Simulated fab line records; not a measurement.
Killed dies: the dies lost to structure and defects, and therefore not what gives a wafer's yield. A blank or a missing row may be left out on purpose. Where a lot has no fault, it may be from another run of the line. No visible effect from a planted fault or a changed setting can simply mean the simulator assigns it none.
Matching of chambers    flow n5Finfet    aldSin-04 running N5_STI_FIN_REVEAL_ALD_00: 4 sister chambers
The step deposits SiO2, target thk 1 nm, pulse time 1 s. 18 wafers are shown with their chamber, then 9 later ones without.

EACH WAFER AND ITS CHAMBER
wafer   chamber  heaterPowerOuterW (W)  heaterPowerW (W)  precursorPulseHeightRel
L080.1  3        316                    562               1.019
L080.3  0        227                    435               0.970
L080.5  2        255                    473               0.990
L082.2  0        223                    420               0.990
L082.3  2        252                    470               1.023
L082.4  1        235                    414               1.011
L084.3  2        255                    475               0.997
L084.4  3        329                    560               1.014
L084.6  3        325                    560               0.989
L085.1  2        252                    466               0.982
L085.3  0        234                    441               1.010
L085.5  3        329                    546               0.985
L086.1  1        235                    431               0.981
L086.3  2        261                    473               0.998
L086.6  2        253                    474               0.998
L087.2  2        262                    477               0.980
L087.5  1        234                    426               1.000
L087.6  0        234                    436               1.010

SIGNATURES (averages over the wafers above)
reading                  chamber 0  chamber 1  chamber 2  chamber 3  scatter within a chamber
heaterPowerOuterW        229.50     234.67     255.71     324.75     4.67
heaterPowerW             433.00     423.67     472.57     557.00     6.76
precursorPulseHeightRel  0.99500    0.99733    0.99543    1.00175    0.0162
Rule: for each reading, subtract the chamber's mean from the wafer's reading, divide by that reading's scatter and square the result; add these up over the readings and take the root, which gives the wafer's distance from the chamber. The wafer belongs to the nearest chamber; if the next one is less than 2 further off, it can't be placed. The scatter: the root of (the sum of the squares of (reading less its chamber's mean) over the shown wafers, divided by (wafers less chambers)).

WAFERS WHOSE CHAMBER IS MISSING
wafer   heaterPowerOuterW (W)  heaterPowerW (W)  precursorPulseHeightRel
L089.1  229                    412               1.050
L089.4  325                    550               0.979
L089.6  259                    483               1.017
L090.3  327                    558               1.003
L090.4  233                    434               1.002
L090.6  327                    561               1.006
L095.2  260                    472               0.960
L095.5  238                    430               1.010
L095.6  234                    453               0.990

THE CHAMBER EACH PASSED THROUGH
wafer   from the rows above      in truth
L089.1  can't be placed: 1 or 0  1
L089.4  3                        3
L089.6  2                        2
L090.3  3                        3
L090.4  can't be placed: 0 or 1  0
L090.6  3                        3
L095.2  2                        2
L095.5  can't be placed: 1 or 0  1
L095.6  can't be placed: 0 or 1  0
Correctly placed: 5 of 9. These rows do not allow placing 4 (true chamber among the candidates in 4). 0 placed wrongly.
